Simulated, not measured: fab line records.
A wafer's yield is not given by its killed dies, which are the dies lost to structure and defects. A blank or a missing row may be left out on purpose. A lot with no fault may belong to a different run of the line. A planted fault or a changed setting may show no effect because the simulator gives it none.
Which of the tools did it? ; flow n5 finfet ; 11 lots, 33 wafers sampled, at 3 steps of a route of 1938

== WHAT EACH GAUGE READ, for each wafer ==
N5_BEOL_M7_OCD_MEAS_38.
lot;measured;on;trench depth nm (nm)
L075;day 10 15:49;ocd-01;93.9 93.4 94.6
L077;day 11 00:59;ocd-01;91.2 93.9 91.0
L080;day 11 22:45;ocd-01;91.4 94.6 91.5
L081;day 12 02:59;ocd-01;95.1 89.1 90.8
L083;day 12 12:40;ocd-01;91.0 95.1 93.0
L085;day 13 15:53;ocd-02;91.6 93.2 94.8
L089;day 13 23:20;ocd-01;92.6 94.4 95.3
L088;day 14 05:29;ocd-01;94.5 94.9 97.2
L090;day 14 21:30;ocd-02;96.0 90.7 92.0
L093;day 15 09:31;ocd-02;90.6 93.7 93.0
L097;day 16 19:09;ocd-02;89.6 92.9 89.9

== WHAT TOOL EACH LOT RAN ON (gives the tool, then ch and the chambers of the sampled wafers, and finally the start) ==
lot;N5_BEOL_M7_ETCH_65;N5_BEOL_M7_TRENCH_ETCH_37
L075;rie diel-04 ch 0,1,3, day 10 15:26;rie diel-04 ch 0,1,3, day 10 15:49 or earlier
L077;rie diel-04 ch 0,2, day 11 00:36;rie diel-04 ch 0,2, day 11 00:59 or earlier
L080;rie diel-04 ch 1,2, day 11 22:22;rie diel-04 ch 1,2, day 11 22:45 or earlier
L081;rie diel-03 ch 2,3, day 12 02:37;rie diel-03 ch 2,3, day 12 02:59 or earlier
L083;rie diel-03 ch 0,2,3, day 12 12:17;rie diel-03 ch 0,2,3, day 12 12:40 or earlier
L085;rie diel-04 ch 1,2,3, day 13 15:30;rie diel-04 ch 1,2,3, day 13 15:53 or earlier
L089;rie diel-01 ch 0,3, day 13 22:57;rie diel-01 ch 0,3, day 13 23:20 or earlier
L088;rie diel-04 ch 2,3, day 14 05:07;rie diel-04 ch 2,3, day 14 05:29 or earlier
L090;rie diel-03 ch 1,2,3, day 14 21:07;rie diel-03 ch 1,2,3, day 14 21:30 or earlier
L093;rie diel-01 ch 0,1,2, day 15 09:08;rie diel-01 ch 0,1,2, day 15 09:31 or earlier
L097;rie diel-04 ch 1,2, day 16 18:46;rie diel-04 ch 1,2, day 16 19:09 or earlier
- N5_BEOL_M7_ETCH_65: etches SiARC in CF4, target depth 15.6 nm, time 26 s.
- N5_BEOL_M7_TRENCH_ETCH_37: etches SiCOH lowk in C4F6/O2, target depth 93.478 nm, time 31.2 s.

== THE ANSWER, worked out from the rows above alone ==
Rule: the usual values come from the lots themselves. The widest of any qualifying gaps counts: lots, ordered by their means at a reading, are off when they make up no more than a third of the lots, leave a main group of 4 or more, and stand apart from it by 3 or more times the standard deviation of that group's means. A main group is skipped when, at the precision printed for the reading in the tables above, its means are all equal. A lot without any number at a reading at which 4 lots or more have one is off too. Where the step has rows for the other lots, those lots are counted as sound.
Nothing can be told from this: no lot is off at any reading shown.

== WHAT THE SIMULATOR HAD PUT IN ==
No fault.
